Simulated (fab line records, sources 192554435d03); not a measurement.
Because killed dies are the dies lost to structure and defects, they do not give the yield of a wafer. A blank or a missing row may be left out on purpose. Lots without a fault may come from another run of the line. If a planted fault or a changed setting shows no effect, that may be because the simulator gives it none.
fab line records    flow n5_finfet
record lots=3  wafers=8  last_day=16
route steps=1938 shown BEOL_M4@1059 PASSIVATION@1936
lots that met no fault: from a run of the same line without faults
start_h: hours from the record's opening day to when the first of the lot's shown wafers began    wait_h: time in hours since the lot's previous step    " repeats the value in the row above    L1.1+2: a row that stands for several wafers    - no value, or no start was given    * or withheld: withheld    < > ~ a bound
route shown NAME@n: names a module that has steps shown in the file, with the first one's number in the route    usual: average and standard deviation across the fault-free wafers    same: alike in all rows    chamber/n: place in a boat    sites: readings site by site    _std_site: the standard deviation of these    _edge_site: the outer-site mean with the inner-site mean subtracted    radius_mm: how far each site lies from the wafer's centre    mask NAME#n: copy n    behind: the tool/chamber that last shaped the wafer    hold: reason for holding the lot/hours on hold/outcome of the hold    device: transistor that didn't switch, given as n, p or np    end of line: at the end of the route, the tests of the same wafers    a step without rows: its recipe alone    killed: at the first sort, the dies lost to defects and structure; wafer yield is something else    map: shows each die of a wafer: x if killed, . if not, _ if none is there
set.NAME: setting as actually run; set.NAME@STEP: the setting as run at that earlier step    model.NAME: the simulator's own value behind a step, which no gauge read
lots at selected steps of the route; one table per step, one row per wafer
services: a tool's chamber out of use, with start hour (start_h, from the record's first day; less than 0 if before it), hours out, and reason
## steps
# step N5_BEOL_M4_DESCUM_33
# recipe chemistry=O2  time_s=7  source_power_w=50  bias_power_w=20  pressure_mtorr=20  rf_frequency_hz=2.712e+07  temp_c=40  resist=CAR-EUV  o2_flow_sccm=225
# step N5_BEOL_M4_ETCH_77
# recipe chemistry=N2/H2  target=underlayer  target_depth_a=65  mask_material=CAR-EUV  time_s=5.2  ion_energy_ev=200  pressure_mtorr=30  source_w=840  bias_w=150  n2_flow_sccm=200  h2_flow_sccm=200  ends=cleared
# step N5_BEOL_M4_ETCH_69
# recipe chemistry=CF4  target=SiARC  target_depth_a=156  mask_material=CAR-EUV  time_s=26  ion_energy_ev=80  pressure_mtorr=40  source_w=545  bias_w=36  Ar_flow_sccm=100  cf4_flow_sccm=100  ends=cleared
# step N5_BEOL_M4_ALD_98
# recipe material=SiO2  target_thk_a=25  temp_c=100  ald_precursor_family=BDEAS  ald_co_reactant=O2-plasma  pulse_time_s=1  co_reactant_pulse_time_s=1  purge_time_s=2  co_reactant_purge_time_s=2  ald_cycles=17  pressure_torr=2
# step N5_BEOL_M4_ETCHBACK_99
# recipe chemistry=CHF3  target=SiO2  target_depth_a=50  time_s=10.4  source_w=215  bias_w=47  Ar_flow_sccm=200  CHF3_flow_sccm=12  ion_energy_ev=100  pressure_mtorr=30
# step N5_BEOL_M4_ETCH_70
# recipe chemistry=N2/H2  target=SOC  target_depth_a=800  overetch_a=240  mask_material=SiARC  temp_c=40  time_s=130  ion_energy_ev=200  pressure_mtorr=30  source_w=840  bias_w=150  n2_flow_sccm=200  h2_flow_sccm=200
# step N5_BEOL_M4_STRIP_71
# recipe chemistry=N2/H2  temp_c=40  n2_flow_sccm=200  h2_flow_sccm=200  rf_frequency_hz=6e+07
# step N5_BEOL_M4_STRIP_78
# recipe chemistry=N2/H2  temp_c=40  n2_flow_sccm=200  h2_flow_sccm=200  rf_frequency_hz=6e+07
# step N5_BEOL_M4_VIA_ETCH_34
# recipe chemistry=C4F6/O2  target_depth_a=694  mask_material=SOC  pressure_mtorr=15  ion_energy_ev=250  taper_deg=4  time_s=65.9  source_w=350  bias_w=170  Ar_flow_sccm=300  C4F6_flow_sccm=10  O2_flow_sccm=10
# step N5_BEOL_M4_STRIP_83
# recipe chemistry=C4F6/O2  resist=SiARC  rf_frequency_hz=6e+07
# step N5_BEOL_M4_STRIP_36
# recipe chemistry=N2/H2  power_w=450  temp_c=40  pressure_mtorr=20  rf_frequency_hz=6e+07  overash_fraction=0.3  bias_power_w=7  h2_frac=0.5  n2_flow_sccm=200  h2_flow_sccm=200
# step N5_BEOL_M4_TRENCH_ETCH_37
# recipe chemistry=C4F6/O2  target_depth_a=555.55  target=SiOC  time_s=29.2  ion_energy_ev=250  pressure_mtorr=30  source_w=355  bias_w=185  Ar_flow_sccm=300  C4F6_flow_sccm=10  O2_flow_sccm=10
# usual drypump_motor_current_A=5.7/0.46  oes_product_au=0.82/0.084  rf_vpp_V=664/13  showerhead_plenum_p_Torr=2.80/0.062  throttle_valve_pct=20.82/0.27
lot.wafer  tool         chamber  start_h  wait_h  drypump_motor_current_A  oes_product_au  rf_hours_counter_h  rf_vpp_V  showerhead_plenum_p_Torr  throttle_valve_pct  model.etch.depth_nm  model.BEOL_M4.feature_depth_nm  model.TiN_of_BEOL_M4_HM_DEP_02.thk_nm
L445.1     rie_diel-01  0        195.49   -       4.8                      0.69            238                 670       2.83                      21.35               56.11                56.2                            17.8
L445.2     "            2        "        "       5.8                      0.88            35                  666       2.79                      20.89               54.05                54                              18
L445.6     "            2        "        "       5.7                      0.87            -                   668       2.79                      20.89               53.91                54                              18
L449.2     rie_diel-06  2        238.94   -       4.9                      0.89            60                  688       2.88                      20.99               56.46                56.4                            17.6
L449.3     "            0        "        "       5.8                      0.77            136                 658       2.75                      20.67               56.1                 56                              17.6
L449.6     "            0        "        "       5.8                      0.76            -                   658       2.75                      20.66               55.84                55.8                            17.2
L460.2     rie_diel-01  3        275.57   -       6.1                      0.79            109                 656       2.76                      20.50               55.11                55.2                            17.6
L460.4     "            0        "        "       4.8                      0.65            6                   669       2.82                      21.03               29.33                29.4                            19
# step N5_BEOL_M4_ETCH_41
# recipe chemistry=CH3F/O2  target=SiCN  target_depth_a=299  taper_deg=2  time_s=52.5  ion_energy_ev=120  mask_material=TiN  pressure_mtorr=30  source_w=395  bias_w=75  Ar_flow_sccm=150  CH3F_flow_sccm=30  O2_flow_sccm=20
# step N5_BEOL_M4_STRIP_97
# recipe chemistry=N2/H2  time_s=10  power_w=450  temp_c=40  pressure_mtorr=20  rf_frequency_hz=6e+07  bias_power_w=7  n2_flow_sccm=200  h2_flow_sccm=200
# step N5_BEOL_M4_OCD_MEAS_38
# usual trench_depth_nm=55.5/1.1
lot.wafer  tool    chamber  start_h  wait_h  trench_depth_nm
L445.1     ocd-02  -        195.65   -       56.0
L445.2     "       -        "        "       54.2
L445.6     "       -        "        "       53.7
L449.2     ocd-01  -        239.09   -       56.0
L449.3     "       -        "        "       55.8
L449.6     "       -        "        "       56.1
L460.2     ocd-02  -        275.72   -       54.9
L460.4     "       -        "        "       29.3
# step N5_BEOL_M4_HM_STRIP_39
# recipe chemistry=peroxide_tin_strip  material=TiN  target_depth_a=250  temp_c=50  time_s=158
# step N5_BEOL_M4_SRD_40
# recipe time_s=30  temp_c=23  rinse_liquid=diw  dry=ipa_marangoni
# step N5_BEOL_M4_PRECLEAN_42
# recipe chemistry=residue_remover  time_s=60  temp_c=40
# step N5_BEOL_M4_SRD_43
# recipe time_s=30  temp_c=23  rinse_liquid=diw  dry=ipa_marangoni
# step N5_BEOL_M4_DEGAS_44
# recipe ambient=vacuum  temp_c=250  time_s=60
# step N5_BEOL_M4_PRE_CLEAN_45
# recipe gas=H2/He  time_s=30  temp_c=250
# step N5_BEOL_M4_ALD_84
# recipe material=TaN  target_thk_a=*  temp_c=275  ald_precursor_family=PDMAT  ald_co_reactant=NH3  pressure_torr=3  carrier_flow_sccm=1500  pulse_time_s=2  purge_time_s=3  co_reactant_purge_time_s=2  co_reactant_pulse_time_s=3  ald_cycles=30  precursor_vessel_temp_c=75  precursor_vessel_pressure_torr=26.25  precursor_vessel_carrier_sccm=1000
# step N5_BEOL_M4_SURFACE_TREAT_85
# recipe gas=Ar  time_s=*  ion_energy_ev=*  ion_current_ma_cm2=0.5  pressure_mtorr=*  ar_flow_sccm=30
# step N5_BEOL_M4_CVD_47
# recipe material=Co  target_thk_a=30  temp_c=withheld  precursor=CCTBA/H2  pressure_torr=30  time_s=223.8
# step N5_BEOL_M4_SPUTTER_48
# recipe material=Cu  target_thk_a=45  temp_c=-20  chamber_pressure_pa=0.07  power_w=withheld  time_s=8.29
# step N5_BEOL_M4_ANNEAL_49
# recipe temp_c=400  time_s=240  ambient=vacuum
# step N5_BEOL_M4_SPUTTER_79
# recipe material=Cu  target_thk_a=45  temp_c=-20  chamber_pressure_pa=0.07  power_w=withheld  time_s=8.29
# step N5_BEOL_M4_ANNEAL_80
# recipe temp_c=400  time_s=240  ambient=vacuum
# step N5_BEOL_M4_SPUTTER_81
# recipe material=Cu  target_thk_a=45  temp_c=-20  chamber_pressure_pa=0.07  power_w=withheld  time_s=8.29
# step N5_BEOL_M4_ANNEAL_82
# recipe temp_c=400  time_s=240  ambient=vacuum
# step N5_BEOL_M4_SPUTTER_86
# recipe material=Cu  target_thk_a=45  temp_c=-20  chamber_pressure_pa=0.07  power_w=withheld  time_s=8.29
# step N5_BEOL_M4_ANNEAL_87
# recipe temp_c=400  time_s=240  ambient=vacuum
# step N5_BEOL_M4_SPUTTER_88
# recipe material=Cu  target_thk_a=45  temp_c=-20  chamber_pressure_pa=0.07  power_w=withheld  time_s=8.29
# step N5_BEOL_M4_ANNEAL_89
# recipe temp_c=400  time_s=240  ambient=vacuum
# step N5_BEOL_M4_SPUTTER_90
# recipe material=Cu  target_thk_a=45  temp_c=-20  chamber_pressure_pa=0.07  power_w=withheld  time_s=8.29
# step N5_BEOL_M4_ANNEAL_91
# recipe temp_c=400  time_s=240  ambient=vacuum
# step N5_BEOL_M4_SPUTTER_92
# recipe material=Cu  target_thk_a=45  temp_c=-20  chamber_pressure_pa=0.07  power_w=withheld  time_s=8.29
# step N5_BEOL_M4_ANNEAL_93
# recipe temp_c=400  time_s=240  ambient=vacuum
# step N5_BEOL_M4_SPUTTER_94
# recipe material=Cu  target_thk_a=45  temp_c=-20  chamber_pressure_pa=0.07  power_w=withheld  time_s=8.29
# step N5_BEOL_M4_ANNEAL_95
# recipe temp_c=400  time_s=240  ambient=vacuum
# step N5_BEOL_M4_CMP_52
# recipe stop_on=SiOC  t_overpolish_s=6.8  down_force_psi=1  platen_rpm=50  clearing_platen_down_force_psi=1.5  clearing_platen_rpm=50  post_cmp_clean=cu_alkaline  target_thk_nm=40  clearing_platen_pad_velocity_m_s=0.99484  pad_velocity_m_s=0.99484
# usual motor_current_A=6.1/0.73
lot.wafer  tool    chamber  start_h  wait_h  motor_current_A  model.Cu_of_BEOL_M4_ECD_50.thk_nm
L445.2     cmp-03  2        199.17   0.2     6.1              39.6
L445.1     "       0        "        "       6.9              42.6
L445.6     "       2        "        "       6.3              39.4
L449.2     cmp-03  2        244.31   0.2     6.3              40.6
L449.3     "       0        "        "       7.2              40.6
L449.6     "       3        "        "       5.3              41.4
L460.2     cmp-04  3        279.57   0.5     6.7              39
L460.4     "       1        "        "       6.4              11.8
# step N5_BEOL_M4_THK_MEAS_53
# recipe thk_meas_gauge=xrf  reads=Cu_of_BEOL_M4_ECD_50
# usual M4_THK=39.6/1.6
lot.wafer  tool           chamber  start_h  wait_h  M4_THK[nm]
L445.1     film_metro-02  -        199.46   -       41.9
L445.2     "              -        "        "       38.6
L445.6     "              -        "        "       38.7
L449.2     film_metro-01  -        244.60   -       40.0
L449.3     "              -        "        "       39.8
L449.6     "              -        "        "       40.6
L460.2     film_metro-01  -        279.83   -       38.7
L460.4     "              -        "        "       11.6
# step N5_BEOL_M4_RS_MEAS_58
# recipe thk_meas_gauge=four-point-probe  reads=Co_of_BEOL_M4_CO_CAP_55+Cu_of_BEOL_M4_ECD_50+Co_of_BEOL_M4_CVD_47+TaN_of_BEOL_M4_ALD_84
# usual M4_RS=0.67/0.034
lot.wafer  tool           chamber  start_h  wait_h  M4_RS[ohm/sq]
L445.1     film_metro-01  -        199.72   0.0     0.62
L445.2     "              -        "        "       0.68
L445.6     "              -        "        "       0.68
L449.2     film_metro-01  -        244.86   0.1     0.65
L449.3     "              -        "        "       0.65
L449.6     "              -        "        "       0.64
L460.2     film_metro-01  -        280.09   0.1     0.69
L460.4     "              -        "        "       3.63
# step N5_BEOL_M4_RC_MEAS_101
# usual DIBL_N=35.6/1.7  DIBL_P=35.0/2  IOFF_N=0.148/0.027  IOFF_P=0.19/0.032  ION_N=671/14  ION_P=460/9.1  SS_N=71.3/0.62  SS_P=73.0/0.64  VT_N=251/3.2  VT_P=-251.5/2.9
lot.wafer  tool       chamber  start_h  wait_h  DIBL_N[mV/V]  DIBL_P[mV/V]  IOFF_N[nA/um]  IOFF_P[nA/um]  ION_N[uA/um]  ION_P[uA/um]  SS_N[mV/dec]  SS_P[mV/dec]  VT_N[mV]  VT_P[mV]
L445.1     prober-02  0        199.78   0.0     35.3          35.6          0.144          0.17           665           456           70.9          73.0          252       -251.6
L445.2     "          0        "        "       35.4          36.0          0.151          0.18           679           456           70.8          73.7          250       -251.5
L445.6     "          0        "        "       32.9          33.6          0.115          0.15           676           458           70.5          73.3          255       -253.2
L449.2     prober-01  0        245.07   0.2     33.0          33.4          0.124          0.16           669           451           70.9          71.9          250       -253.5
L449.3     "          0        "        "       29.8          30.2          0.090          0.13           653           445           69.7          72.0          257       -257.7
L449.6     "          0        "        "       33.6          35.3          0.132          0.18           665           453           71.1          72.7          251       -250.8
L460.2     prober-01  0        280.30   0.2     33.1          30.9          0.110          0.16           655           448           70.5          72.6          255       -255.2
# step N5_PASSIVATION_PROBE_49
# usual defect_limited_yield=91.2/1.6  killed_at_M0_to_M3=35/11  killed_at_M4_up=14/5.4  killed_at_contacts=13/6  killed_at_front_end=38/11  killed_at_other=3.4/2.6  killed_dies=104/19  killed_on_rim=13/3.9  killed_open=68/13  killed_short=34/8.5  sort_bin_5_function=5.1/1  sort_bin_6_memory=3.3/0.72  sort_bin_8_speed=0.1/0.9  sort_n_pass=1075/22  sort_yield_pct=91.1/1.9
# same gross_dies=1180  killed_at_back_side=0  sort_bin_4_leakage[%]=0
lot.wafer  tool       chamber  start_h  wait_h  defect_limited_yield[%]  killed_at_M0_to_M3  killed_at_M4_up  killed_at_contacts  killed_at_front_end  killed_at_other  killed_dies  killed_on_rim  killed_open  killed_short  sort_bin_5_function[%]  sort_bin_6_memory[%]  sort_bin_8_speed[%]  sort_n_pass  sort_yield_pct[%]
L460.2     prober-02  -        389.43   0.1     93.1                     17                  18               16                  28                   3                82           15             53           27            4.0                     2.9                   0                    1098         93.1
L460.4     prober-02  -        389.53   0.2     0                        37                  1089             15                  33                   6                1180         152            69           37            96.3                    3.5                   0                    0            0
# killed by level:class
L460.2 MOL_CONTACT_COAG:geometric_particle:open=13 BEOL_M4:geometric_particle:open=8 STI_FIN_REVEAL:geometric_particle:open=5 BEOL_M0_SAQP:geometric_particle:short=5 DUMMY_GATE:geometric_particle:open=4 BEOL_M0_SAQP:geometric_particle:open=4 BEOL_M2:geometric_particle:open=4 STARTING-WAFER:geometric_particle:open=4
L460.4 BEOL_M4:area_ecd=1072 MOL_CONTACT_COAG:geometric_particle:open=13 BEOL_M3:geometric_particle:open=10 BEOL_M0_SAQP:geometric_particle:short=9 BEOL_M1:geometric_particle:open=7 FIN_SAQP:geometric_particle:short=5 GATE_CUT:geometric_particle:short=5 BEOL_M4:geometric_particle:open=5
# map L460.4 (x killed, . not)
_________________xxxxxxxxxxxx________________
______________xxxxxxxxxxxxxxxxxx_____________
___________xxxxxxxxxxxxxxxxxxxxxxxx__________
__________xxxxxxxxxxxxxxxxxxxxxxxxxx_________
________xxxxxxxxxxxxxxxxxxxxxxxxxxxxxx_______
_______xxxxxxxxxxxxxxxxxxxxxxxxxxxxxxxx______
______xxxxxxxxxxxxxxxxxxxxxxxxxxxxxxxxxx_____
_____xxxxxxxxxxxxxxxxxxxxxxxxxxxxxxxxxxxx____
____xxxxxxxxxxxxxxxxxxxxxxxxxxxxxxxxxxxxxx___
___xxxxxxxxxxxxxxxxxxxxxxxxxxxxxxxxxxxxxxxx__
___xxxxxxxxxxxxxxxxxxxxxxxxxxxxxxxxxxxxxxxx__
__xxxxxxxxxxxxxxxxxxxxxxxxxxxxxxxxxxxxxxxxxx_
__xxxxxxxxxxxxxxxxxxxxxxxxxxxxxxxxxxxxxxxxxx_
_xxxxxxxxxxxxxxxxxxxxxxxxxxxxxxxxxxxxxxxxxxxx
_xxxxxxxxxxxxxxxxxxxxxxxxxxxxxxxxxxxxxxxxxxxx
_xxxxxxxxxxxxxxxxxxxxxxxxxxxxxxxxxxxxxxxxxxxx
_xxxxxxxxxxxxxxxxxxxxxxxxxxxxxxxxxxxxxxxxxxxx
_xxxxxxxxxxxxxxxxxxxxxxxxxxxxxxxxxxxxxxxxxxxx
_xxxxxxxxxxxxxxxxxxxxxxxxxxxxxxxxxxxxxxxxxxxx
_xxxxxxxxxxxxxxxxxxxxxxxxxxxxxxxxxxxxxxxxxxxx
_xxxxxxxxxxxxxxxxxxxxxxxxxxxxxxxxxxxxxxxxxxxx
__xxxxxxxxxxxxxxxxxxxxxxxxxxxxxxxxxxxxxxxxxx_
__xxxxxxxxxxxxxxxxxxxxxxxxxxxxxxxxxxxxxxxxxx_
___xxxxxxxxxxxxxxxxxxxxxxxxxxxxxxxxxxxxxxxx__
___xxxxxxxxxxxxxxxxxxxxxxxxxxxxxxxxxxxxxxxx__
____xxxxxxxxxxxxxxxxxxxxxxxxxxxxxxxxxxxxxx___
_____xxxxxxxxxxxxxxxxxxxxxxxxxxxxxxxxxxxx____
______xxxxxxxxxxxxxxxxxxxxxxxxxxxxxxxxxx_____
_______xxxxxxxxxxxxxxxxxxxxxxxxxxxxxxxx______
________xxxxxxxxxxxxxxxxxxxxxxxxxxxxxx_______
__________xxxxxxxxxxxxxxxxxxxxxxxxxx_________
___________xxxxxxxxxxxxxxxxxxxxxxxx__________
______________xxxxxxxxxxxxxxxxxx_____________
_________________xxxxxxxxxxxx________________
# map L445.1 (x killed, . not)
_________________x...........________________
______________...............x.._____________
___________........................__________
__________.............x..x........._________
________.............................._______
_______........x...x.x..x..............______
______x....xx...............x..........._____
_____...x............x....x..............____
____.........x....xx..x...........x.x.....___
___..............x...........x......x......__
___.............x.x......x..x..xx...x..x...__
__................x........................._
__.............x...x........x............x.._
_....x........x..x........x..x..x...x........
_x...........x...x....x............x.x.......
_...........x...x......x..............x......
_.....x...........x.x............x...........
_.............xx.............................
_.......x.x.............x...................x
_...xxx...........x...x......x............xx.
_.x...x.....x........x......................x
__..x..x........x..................x...x...._
__.xx..................x..x.......x..x..x..._
___.x....x................x....x...........__
___x.............x.....x.x.................__
____..............x.....xx..x..x.x........___
_____.x...x.....x.....................x..____
______...x...x....x.x..................._____
_______.....x.x.......................x______
________.........x..........xx.x......_______
__________.........................._________
___________..x.....x.x....x.......x__________
______________..x...x..........._____________
_________________.x...x..xx..________________
## services
tool         chamber  start_h  hours  kind
cmp-04       -        185.89   8.7    pm
rie_diel-06  1        214.36   13.2   repair
cmp-04       -        221.30   4.0    pm
cmp-04       -        225.30   -      consumable_replace:conditioner
cmp-04       -        225.30   -      consumable_replace:pad
rie_diel-01  0        238.87   -      clean
rie_diel-01  0        238.87   -      consumable_replace:focus_ring
rie_diel-01  0        238.87   17.9   scheduled_down
rie_diel-01  0        238.87   17.9   vent_cycle
rie_diel-06  3        242.28   -      clean
rie_diel-06  3        242.28   -      consumable_replace:focus_ring
rie_diel-06  3        242.28   19.6   scheduled_down
rie_diel-06  3        242.28   19.6   vent_cycle
cmp-03       -        249.04   4.0    pm
cmp-03       -        253.04   -      consumable_replace:conditioner
cmp-03       -        253.04   -      consumable_replace:pad
cmp-04       -        253.92   7.0    pm
cmp-03       -        267.84   23.6   repair
## key
first_sign step=N5_BEOL_M4_OCD_MEAS_38  reading=trench_depth_nm  direction=down  sigmas=24  usual=55.5  struck=29.3
effect step=N5_BEOL_M4_THK_MEAS_53  reading=M4_THK  direction=down  sigmas=18  usual=39.6  struck=11.6
effect step=N5_BEOL_M4_RS_MEAS_58  reading=M4_RS  direction=up  sigmas=87  usual=0.67  struck=3.63
effect step=N5_PASSIVATION_PROBE_49  reading=killed_at_M4_up  direction=up  sigmas=99+  usual=14  struck=1089
model_effect step=N5_BEOL_M4_TRENCH_ETCH_37  value=etch.depth_nm  without=56.77  struck=29.33
model_effect step=N5_BEOL_M4_CMP_52  value=Cu_of_BEOL_M4_ECD_50.thk_nm  without=39.2  struck=11.8
more_kills_born_at N5_BEOL_M4_ECD_50@ecd_cu-01=1072
met_at N5_BEOL_M4_TRENCH_ETCH_37
struck_wafers L460.4
later_rows_left_out L460.4
onset_between 195.49 275.57
fault kind=process_parameter_drift  tool=rie_diel-01  chamber=-  onset_h=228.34  steps=N5_BEOL_M4_TRENCH_ETCH_37  channel=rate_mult  offset=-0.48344  shape=step  end_h=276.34  scope=struck_wafers_only
# later_rows_left_out: the simulator's readings of these wafers behind a module that went badly wrong aren't trusted and aren't shown, but for the sort
